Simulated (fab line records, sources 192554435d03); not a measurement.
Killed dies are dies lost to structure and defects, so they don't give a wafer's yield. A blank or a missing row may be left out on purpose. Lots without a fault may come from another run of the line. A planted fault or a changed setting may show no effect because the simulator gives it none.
Chamber matching | flow n5_finfet | N5_BEOL_M0_SAQP_PECVD_00 on pecvd-03: 3 sister chambers
The step deposits SiCN from 3MS/NH3, target thk 8 nm, time 14 s. 3 wafers are shown with their chamber, then 11 later ones without.

WAFERS WITH THEIR CHAMBER
wafer  | chamber | throttle_valve_pct (%)
L090.4 | 0       | 8.1
L090.6 | 1       | 9.1
L092.3 | 2       | 8.6

WAFERS WITHOUT THEIR CHAMBER
wafer  | throttle_valve_pct (%)
L092.4 | 9.5
L092.5 | 9.3
L093.2 | 8.5
L093.4 | 8.2
L093.5 | 8.3
L095.1 | 8.3
L095.4 | 8.4
L095.5 | 8.4
L096.1 | 8.7
L096.2 | 8.9
L096.3 | 8.5

WHICH CHAMBER EACH WENT THROUGH
wafer  | from the rows above     | in truth
L092.4 | 1                       | 1
L092.5 | 1                       | 1
L093.2 | can't be placed: 2 or 0 | 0
L093.4 | can't be placed: 0 or 2 | 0
L093.5 | can't be placed: 0 or 2 | 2
L095.1 | can't be placed: 0 or 2 | 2
L095.4 | can't be placed: 2 or 0 | 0
L095.5 | can't be placed: 2 or 0 | 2
L096.1 | can't be placed: 2 or 1 | 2
L096.2 | can't be placed: 1 or 2 | 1
L096.3 | can't be placed: 2 or 0 | 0
Placed correctly: 2 of 11. Can't be placed from these rows: 9 (the true chamber is among the candidates in 9). Placed wrongly: 0.
How it was worked out, from the rows above alone: a wafer's distance from a chamber is the root of the sum, over the readings, of the square of ((its reading less the chamber's mean) divided by the reading's scatter). The wafer belongs to the nearest chamber; if the next one is less than 2 further off, it can't be placed. A chamber's mean is the mean of its shown wafers. The scatter: with one shown wafer a chamber, the root of the mean of the squares of how far each hidden wafer lies from its nearest shown one.
